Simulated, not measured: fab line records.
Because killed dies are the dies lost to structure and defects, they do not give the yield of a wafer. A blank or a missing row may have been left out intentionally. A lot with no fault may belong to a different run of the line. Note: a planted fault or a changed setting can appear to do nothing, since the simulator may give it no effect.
A lot that was struck, set against a sound lot || flow n5 finfet || 38 out of 1938 route steps
Sound: these wafers, L817.1, L817.4, L817.6. Struck: wafers L811.1, L811.4, L811.6. The cause comes at the end.
At each step with rows: each side's tool, then ch and its chambers, then its first start. Under that, the readings that differ: sound wafers || struck wafers || difference of the means || sigmas: that difference in standard deviations of wafers without a fault.
alike: a reading whose means differ by less than 2 such deviations, as well as words and numbers matching on both sides. not compared: withheld readings; readings where some wafer has no value; bounds like >300 that might hide an equal value; numbers whose values overlap and for which the record gives no deviation.
The two part at a step that has a row with sigmas, a row that says differs or no value, or rows on one side only. Non-overlapping numbers with no deviation appear without sigmas and do not part them. A reading missing from all wafers of one side parts the sides only when that side holds two or more wafers.

first, 9 steps without rows for these wafers: N5_BEOL_M4_ANNEAL_95 (time 240 s); N5_BEOL_M4_SPUTTER_96 (material Cu, target thk 4.5 nm, time 8.29 s); N5_BEOL_M4_ECD_50 (material Cu, target thk 300 nm); N5_BEOL_M4_ANNEAL_51 (time 90 s); N5_BEOL_M4_CMP_52 (polishes, stops on SiOC, t overpolish 6.8 s, target thk 40 nm); N5_BEOL_M4_PRE_CLEAN_60 (time 15 s); N5_BEOL_M4_CO_CAP_55 (material Co, precursor CCTBA/H2, target thk 2 nm, time 102.1 s); N5_BEOL_M4_PRE_CLEAN_56 (time 15 s); N5_BEOL_M4_DEP_57 (deposits SiCN from 3MS/NH3, target thk 8 nm, time 14 s).
N5_BEOL_M4_RC_MEAS_101:
  sound on prober-02 ch 0, day 13 15:40; struck on prober-02 ch 0, day 12 12:32
{"reading": "DIBL_P (mV/V)", "sound": "35.8 34.9 34.1", "struck": "38.4 38.5 38.4", "difference": "+3.5", "sigmas": "+2"}
  alike: DIBL_N, IOFF_N, IOFF_P, ION_N, ION_P, SS_N, SS_P, VT_N, VT_P
then, 24 steps without rows for these wafers: N5_BEOL_M5_ILD_DEP_00 (deposits SiCOH lowk from DEMS/porogen, target thk 140.64 nm, time 25.9 s); N5_BEOL_M5_CURE_79 (cures SiCOH lowk, time 240 s); N5_BEOL_M5_PECVD_70 (deposits SiO2 from TEOS/O2, target thk 16 nm, time 18 s); N5_BEOL_M5_HM_DEP_02 (deposits TiN, target thk 20 nm); N5_BEOL_M5_COAT_59 (time 60 s, resist thk 60 nm); N5_BEOL_M5_COAT_60 (time 60 s, resist thk 12 nm); N5_BEOL_M5_COAT_71 (time 60 s, resist thk 5 nm); N5_BEOL_M5_COAT_05 (resist thk 30 nm); N5_BEOL_M5_EBR_07; N5_BEOL_M5_SOFTBAKE_06 (time 60 s); N5_BEOL_M5_EXPOSE_08 (exposes mask M5, target cd 28 nm); N5_BEOL_M5_PEB_09 (peb time 60 s); N5_BEOL_M5_DEVELOP_10 (develop time 30 s); N5_BEOL_M5_DESCUM_16 (chemistry O2, time 7 s); N5_BEOL_M5_ETCH_72 (etches underlayer in N2/H2, target depth 6.5 nm, time 5.2 s); N5_BEOL_M5_ETCH_61 (etches SiARC in CF4, target depth 15.6 nm, time 26 s); N5_BEOL_M5_ETCH_62 (etches SOC in N2/H2, target depth 75 nm, overetch 15 nm, time 112.5 s); N5_BEOL_M5_STRIP_63 (strips in N2/H2); N5_BEOL_M5_STRIP_73 (strips in N2/H2); N5_BEOL_M5_STRIP_64 (strips in CF4); N5_BEOL_M5_HM_OPEN_17 (chemistry Cl2/BCl3, target TiN, target depth 20 nm, overetch 6 nm); N5_BEOL_M5_STRIP_19 (strips in O2); N5_BEOL_M5_COAT_65 (time 60 s, resist thk 60 nm); N5_BEOL_M5_COAT_66 (time 60 s, resist thk 12 nm).
-- record jumps: 3 days separate the struck wafers' starts on either side; left off in module BEOL_M5, taken up again in module BEOL_M13, whose first shown step is the route's number 1708 --
N5_BEOL_M13_ECD_47: material Cu, target thk 936 nm.
  sound on ecd cu-02 ch 0,1, day 17 03:26; struck on ecd cu-02 ch 0,1, day 15 09:18
N5_BEOL_M13_THK_MEAS_50: measures by xrf.
  sound: film metro-02 at day 17 04:19; struck: film metro-02 at day 15 10:04
{"reading": "M13_THK (nm)", "sound": "422 421 420", "struck": "- - -", "difference": "no value on the struck wafers", "sigmas": ""}
N5_BEOL_M13_RS_MEAS_54: measures by four-point-probe.
  sound: film metro-01 at day 17 04:29; struck: film metro-01 at day 15 10:12
{"reading": "M13_RS (ohm/sq)", "sound": "0.0451 0.0452 0.0456", "struck": "56.499 56.806 55.316", "difference": "+56.162", "sigmas": "+99 or more"}
N5_PASSIVATION_PROBE_49:
  sound: prober-02 at day 18 18:51; struck: prober-01 at day 16 14:55
{"reading": "defect limited yield (%)", "sound": "92.0 91.1 92.0", "struck": "0 0 0", "difference": -92, "sigmas": -66}
{"reading": "killed_at_M4_up", "sound": "15 9 18", "struck": "1070 1083 1080", "difference": "+1064", "sigmas": "+99 or more"}
{"reading": "killed dies", "sound": "94 105 94", "struck": "1180 1180 1180", "difference": "+1082", "sigmas": "+64"}
{"reading": "killed on rim", "sound": "8 14 6", "struck": "152 152 152", "difference": "+143", "sigmas": "+32"}
{"reading": "sort_bin_5_function (%)", "sound": "4.1 5.0 5.0", "struck": "95.8 95.5 96.8", "difference": "+91.3", "sigmas": "+96"}
{"reading": "sort n pass", "sound": "1086 1075 1086", "struck": "0 0 0", "difference": -1082, "sigmas": -64}
{"reading": "sort yield pct (%)", "sound": "92.0 91.1 92.0", "struck": "0 0 0", "difference": -92, "sigmas": -66}
  alike: killed_at_M0_to_M3, killed at contacts, killed at front end, killed at other, killed open, killed short, sort_bin_6_memory

== WHERE THEY PART ==
Earliest at N5_BEOL_M4_RC_MEAS_101; latest, in this record, at N5_PASSIVATION_PROBE_49.

WHY: whatever the simulator had introduced
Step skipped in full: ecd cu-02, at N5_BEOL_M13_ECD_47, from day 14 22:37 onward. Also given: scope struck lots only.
